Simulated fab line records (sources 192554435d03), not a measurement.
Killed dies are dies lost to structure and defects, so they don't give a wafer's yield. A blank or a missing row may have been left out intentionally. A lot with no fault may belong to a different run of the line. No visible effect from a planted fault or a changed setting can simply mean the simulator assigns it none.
fab line records | flow n5-finfet
record: lots: 10 wafers: 27 last-day: 17
route steps=1938 shown BEOL_M4@1088
lots untouched by any fault: they come from a run of this same line in which no faults occurred
start-h: hours from the record's opening day to when the first of the lot's shown wafers began | wait-h: time in hours since the lot's previous step | " as in the row above | L1.1+2: a row that stands for several wafers | - value missing, or start not given | * or withheld: withheld | < > ~ a bound
route shown NAME@n: NAME is a module with steps in the file, n the number in the route of the first one | usual: average and standard deviation across the fault-free wafers | same: alike in all rows | chamber/n: place in a boat | sites: readings site by site | _std_site: standard deviation of those values | _edge_site: the outer-site mean with the inner-site mean subtracted | radius-mm: for every site, how far away it sits from the centre of the wafer | mask NAME#n: copy n | behind: the tool/chamber that last shaped the wafer | hold: reason for holding the lot/hours on hold/outcome of the hold | device: the transistor (n, p or np) that didn't switch | end of line: the same wafers' tests at the end of the route | step lacking rows: just its recipe | killed: dies lost to structure and defects at the first sort, not the wafer's yield | map: a wafer's dies, marking killed ones x, the rest . and places with no die _
set.NAME: the setting the step ran with; set.NAME@STEP: the setting that earlier step ran with | model.NAME: the simulator's own value behind a step, which no gauge read
one table for each step of the route and one row for each wafer, over a sample of lots
services: a tool's chamber out of use, with start hour (start-h, from the record's first day; less than 0 if before it), hours out, and reason
== steps ==
step: N5_BEOL_M4_SPUTTER_81
recipe: material: Cu target-thk-a: 45 temp-c: -20 chamber-pressure-pa: 0.07 power-w: withheld time-s: 8.29
usual: susceptor-temp-C: -20.00/0.11 throttle-valve-pct: 30.1/0.96
columns lot.wafer tool chamber start-h wait-h susceptor-temp-C throttle-valve-pct
L895.1 pvd-sputter-03 - 172.83 0.1 -20.00 28.7
L895.3 " - " " -20.06 30.9
L895.4 " - " " -20.09 29.2
L896.2 pvd-sputter-01 - 172.94 0.1 -20.00 30.7
L896.5 " - " " -19.95 29.5
L896.6 " - " " -19.85 30.0
L897.1 pvd-sputter-03 - 180.15 0.1 -19.98 28.5
L897.2 " - " " -19.85 30.8
L897.4 " - " " -20.01 31.0
L899.3 pvd-sputter-01 - 198.34 0.1 -19.92 30.0
L899.4 " - " " -19.88 29.5
L899.5 " - " " -20.18 30.6
L905.1 pvd-sputter-03 - 232.44 0.1 -19.96 28.9
L905.5 " - " " -19.93 31.3
L909.1 pvd-sputter-02 - 251.34 0.1 -20.04 28.8
L909.5 " - " " -19.97 29.1
L908.1 pvd-sputter-01 - 253.13 0.1 -19.98 31.8
L908.5 " - " " -19.82 30.4
L913.2 pvd-sputter-03 - 278.37 0.1 -20.01 30.5
L913.4 " - " " -20.15 29.2
L913.5 " - " " -20.14 29.2
L914.3 pvd-sputter-03 - 281.64 0.1 -20.10 30.4
L914.5 " - " " -20.14 30.7
L914.6 " - " " -20.00 29.1
L915.2 pvd-sputter-03 - 292.61 0.1 -20.04 31.3
L915.3 " - " " -19.98 30.9
L915.5 " - " " -19.89 28.2
step: N5_BEOL_M4_SPUTTER_86
recipe: material: Cu target-thk-a: 45 temp-c: -20 chamber-pressure-pa: 0.07 power-w: withheld time-s: 8.29
usual: susceptor-temp-C: -20.01/0.1 throttle-valve-pct: 30.1/0.94
columns lot.wafer tool chamber start-h wait-h susceptor-temp-C throttle-valve-pct
L895.1 pvd-sputter-03 - 173.05 0.1 -20.00 28.5
L895.3 " - " " -19.99 30.9
L895.4 " - " " -20.24 29.3
L896.2 pvd-sputter-01 - 173.16 0.1 -20.09 30.6
L896.5 " - " " -20.05 29.7
L896.6 " - " " -20.19 29.9
L897.1 pvd-sputter-03 - 183.82 0.1 -20.02 28.5
L897.2 " - " " -20.01 30.9
L897.4 " - " " -19.89 31.2
L899.3 pvd-sputter-01 - 198.56 0.1 -19.83 29.6
L899.4 " - " " -20.02 29.6
L899.5 " - " " -19.95 30.6
L905.1 pvd-sputter-03 - 232.66 0.1 -20.08 29.0
L905.5 " - " " -19.98 31.2
L909.1 pvd-sputter-02 - 251.56 0.1 -19.90 29.3
L909.5 " - " " -20.05 29.1
L908.1 pvd-sputter-01 - 253.35 0.1 -20.18 31.9
L908.5 " - " " -20.04 30.7
L913.2 pvd-sputter-03 - 278.59 0.1 -20.02 30.7
L913.4 " - " " -20.10 29.1
L913.5 " - " " -20.03 29.4
L914.3 pvd-sputter-03 - 281.86 0.1 -20.09 30.7
L914.5 " - " " -20.05 30.8
L914.6 " - " " -20.08 29.2
L915.2 pvd-sputter-03 - 292.83 0.1 -20.15 31.0
L915.3 " - " " -20.19 30.6
L915.5 " - " " -20.02 28.6
step: N5_BEOL_M4_ECD_50
recipe: material: Cu target-thk-a: 3000
columns lot.wafer tool chamber start-h wait-h
L895.1+3+4 ecd-cu-01 0,1,0 174.27 0.1
L896.2+5+6 ecd-cu-02 1,1,0 174.38 0.1
L897.1+2+4 ecd-cu-02 1,0,1 185.04 0.1
L899.3+4+5 ecd-cu-02 0,1,0 199.79 0.1
L905.1+5 ecd-cu-02 0,1 233.87 0.1
L909.1+5 ecd-cu-02 0,1 252.78 0.1
L908.1+5 ecd-cu-02 1 254.56 0.1
L913.2+4+5 ecd-cu-01 0,0,1 279.81 0.1
L914.3+5+6 ecd-cu-01 0,1,0 283.09 0.1
L915.2+3+5 ecd-cu-01 0,1,0 294.05 0.1
step: N5_BEOL_M4_ANNEAL_51
recipe: temp-c: 225 time-s: 90 ambient: N2
usual: wafer_temp_C_max: 225.9/0.31
columns lot.wafer tool chamber start-h wait-h wafer_temp_C_max
L895.1 rtp-anneal-02 0 174.34 0.1 225.5
L895.3 " 0 " " 225.9
L895.4 " 0 " " 226.2
L896.2 rtp-anneal-01 0 174.50 0.1 226.6
L896.5 " 0 " " 226.3
L896.6 " 0 " " 226.0
L897.1 rtp-anneal-01 0 185.12 0.1 226.0
L897.2 " 0 " " 226.4
L897.4 " 0 " " 225.8
L899.3 rtp-anneal-02 0 199.94 0.1 225.9
L899.4 " 0 " " 225.6
L899.5 " 0 " " 225.9
L905.1 rtp-anneal-02 0 234.05 0.2 225.5
L905.5 " 0 " " 225.7
L909.1 rtp-anneal-02 0 252.93 0.1 225.7
L909.5 " 0 " " 225.9
L908.1 rtp-anneal-02 0 254.64 0.1 226.0
L908.5 " 0 " " 225.9
L913.2 rtp-anneal-01 0 279.97 0.1 226.0
L913.4 " 0 " " 226.1
L913.5 " 0 " " 226.5
L914.3 rtp-anneal-01 0 283.24 0.1 225.9
L914.5 " 0 " " 226.0
L914.6 " 0 " " 226.2
L915.2 rtp-anneal-02 0 294.17 0.1 226.1
L915.3 " 0 " " 225.9
L915.5 " 0 " " 226.1
step: N5_BEOL_M4_CMP_52
recipe: stop-on: SiOC t-overpolish-s: 6.8 down-force-psi: 1 platen-rpm: 50 clearing-platen-down-force-psi: 1.5 clearing-platen-rpm: 50 post-cmp-clean: cu-alkaline target-thk-nm: 40 clearing-platen-pad-velocity-m-s: 0.99484 pad-velocity-m-s: 0.99484
usual: head-pressure-psi: 1.0001/0.0022 motor-current-A: 6.2/0.64 slurry-flow-ml-min: 150.0/0.49 time-to-endpoint-s: 62/3.7
columns lot.wafer tool chamber start-h wait-h head-pressure-psi motor-current-A slurry-flow-ml-min time-to-endpoint-s
L895.1 cmp-01 2 174.68 0.3 1.0027 7.1 150.4 61
L895.3 " 3 " " 0.9961 5.2 150.1 63
L895.4 " 0 " " 1.0021 7.0 149.4 65
L896.2 cmp-02 1 174.87 0.3 1.0019 6.9 150.6 61
L896.5 " 2 " " 0.9978 5.7 150.9 61
L896.6 " 3 " " 1.0014 5.9 149.9 60
L897.2 cmp-02 1 185.47 0.3 1.0026 6.9 149.6 61
L897.4 " 2 " " 1.0003 5.6 149.9 58
L897.1 " 3 " " 1.0025 6.1 149.9 57
L899.3 cmp-02 0 200.19 0.2 1.0008 5.9 150.4 53
L899.4 " 2 " " 1.0008 5.8 150.5 53
L899.5 " 0 " " 1.0029 6.0 151.2 53
L905.1 cmp-01 2 234.42 0.3 0.9995 7.2 150.3 120
L905.5 " 1 " " 1.0001 5.3 149.5 58
L909.1 cmp-02 2 253.27 0.3 0.9991 5.7 149.5 119
L909.5 " 1 " " 0.9964 6.9 150.4 60
L908.1 cmp-04 0 254.98 0.3 1.0006 6.4 150.6 127
L908.5 " 3 " " 1.0001 5.8 149.3 58
L913.2 cmp-04 0 280.26 0.2 0.9995 6.8 150.5 68
L913.4 " 2 " " 1.0040 6.7 150.0 66
L913.5 " 0 " " 1.0016 6.6 149.8 68
L914.3 cmp-04 3 283.56 0.3 0.9959 5.4 150.1 66
L914.6 " 0 " " 0.9989 6.6 150.2 66
L914.5 " 1 " " 1.0016 5.5 150.6 69
L915.2 cmp-02 0 294.46 0.2 0.9967 5.6 150.8 58
L915.3 " 1 " " 1.0007 6.7 150.5 66
L915.5 " 0 " " 0.9995 6.2 150.1 60
step: N5_BEOL_M4_RC_MEAS_101
usual: DIBL_N: 36.1/1.6 DIBL_P: 35.8/2.1 IOFF_N: 0.16/0.031 IOFF_P: 0.21/0.034 ION_N: 673/12 ION_P: 461/7.2 SS_N: 71.4/0.59 SS_P: 73.3/0.63 VT_N: 250/3.1 VT_P: -250/3.3
columns lot.wafer tool chamber start-h wait-h DIBL_N[mV/V] DIBL_P[mV/V] IOFF_N[nA/um] IOFF_P[nA/um] ION_N[uA/um] ION_P[uA/um] SS_N[mV/dec] SS_P[mV/dec] VT_N[mV] VT_P[mV]
L895.1 prober-02 0 175.25 0.0 36.1 36.1 0.17 0.21 676 463 71.7 73.4 248 -253
L895.3 " 0 " " 36.0 35.6 0.16 0.21 670 457 71.8 73.3 249 -250
L895.4 " 0 " " 36.9 36.0 0.17 0.21 689 465 71.4 74.3 247 -252
L896.2 prober-01 0 175.52 0.2 35.3 35.4 0.15 0.19 674 457 71.6 73.0 249 -251
L896.5 " 0 " " 38.5 38.8 0.21 0.24 687 461 72.6 73.6 245 -249
L896.6 " 0 " " 36.4 37.1 0.16 0.23 674 465 71.7 73.4 250 -247
L897.1 prober-02 0 186.04 0.0 34.3 33.2 0.11 0.15 661 454 71.0 72.4 254 -255
L897.2 " 0 " " 35.6 35.8 0.13 0.19 663 458 70.2 73.4 251 -254
L897.4 " 0 " " 35.1 33.9 0.12 0.16 661 460 71.0 72.8 254 -254
L899.3 prober-02 0 201.06 0.3 36.3 36.9 0.17 0.21 683 459 71.6 73.3 250 -253
L899.4 " 0 " " 36.1 37.0 0.17 0.21 677 457 71.6 73.4 249 -253
L899.5 " 0 " " 38.2 39.6 0.23 0.27 687 465 72.3 74.0 243 -249
L905.1 prober-01 0 234.95 0.0 35.4 36.1 0.14 0.17 667 452 71.0 73.5 253 -256
L905.5 " 0 " " 35.0 35.7 0.14 0.17 676 460 71.0 72.2 251 -255
L909.1 prober-02 0 253.84 0.0 37.1 36.5 0.18 0.21 686 469 72.0 73.1 246 -251
L909.5 " 0 " " 36.5 36.0 0.17 0.21 678 460 71.8 73.5 248 -252
L908.1 prober-01 0 255.55 0.0 37.8 38.7 0.20 0.28 680 468 71.4 73.7 248 -247
L908.5 " 0 " " 34.7 34.4 0.13 0.20 676 463 71.5 73.3 253 -250
L913.2 prober-01 0 281.00 0.2 36.2 36.4 0.15 0.20 669 461 70.9 73.8 250 -251
L913.4 " 0 " " 35.7 36.7 0.14 0.20 673 465 71.5 73.3 251 -250
L913.5 " 0 " " 38.9 39.9 0.20 0.25 676 463 72.4 74.3 246 -247
L914.3 prober-01 0 284.45 0.3 34.9 34.4 0.14 0.20 658 457 71.2 72.8 252 -249
L914.5 " 0 " " 34.4 33.1 0.12 0.17 654 450 70.5 72.2 254 -253
L914.6 " 0 " " 35.2 34.6 0.13 0.20 660 454 71.1 73.1 251 -250
L915.2 prober-02 0 295.19 0.2 35.3 34.9 0.15 0.23 667 470 71.1 73.2 253 -247
L915.3 " 0 " " 37.0 37.4 0.18 0.26 670 470 71.5 73.6 247 -247
L915.5 " 0 " " 37.0 35.8 0.18 0.23 675 465 71.3 73.6 249 -247
== services ==
columns tool chamber start-h hours kind
cmp-04 - 158.55 12.5 pm
cmp-01 - 182.90 1.0 repair
cmp-01 - 190.13 0.5 repair
pvd-sputter-02 - 205.02 2.0 repair
cmp-01 - 215.26 4.0 pm
ecd-cu-01 - 216.77 1.2 repair
cmp-01 - 219.26 - consumable-replace:conditioner
cmp-01 - 219.26 - consumable-replace:pad
cmp-02 - 231.34 4.0 pm
cmp-04 - 233.64 1.8 repair
cmp-02 - 235.34 - consumable-replace:conditioner
cmp-02 - 235.34 - consumable-replace:pad
pvd-sputter-01 - 246.25 3.0 repair
ecd-cu-02 - 254.73 1.0 repair
cmp-04 - 258.03 0.8 repair
cmp-01 - 281.67 3.9 repair
== key ==
first-sign: step: N5_BEOL_M4_CMP_52 reading: time-to-endpoint-s direction: up sigmas: 16 usual: * struck: *
effect none on later readings
met-at N5_BEOL_M4_ECD_50
struck-lots L905,L908,L909
struck-wafers L905.1,L908.1,L909.1
not-acting-at N5_BEOL_M4_SPUTTER_81,N5_BEOL_M4_SPUTTER_86,N5_BEOL_M4_ANNEAL_51
onset-between 199.79 233.87
fault: kind: process-parameter-drift tool: ecd-cu-02 chamber: - onset-h: 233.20 steps: N5_BEOL_M4_ECD_50 channel: target-thk-a offset: * shape: step end-h: 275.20 scope: struck-wafers-only acts-in: * stated: *
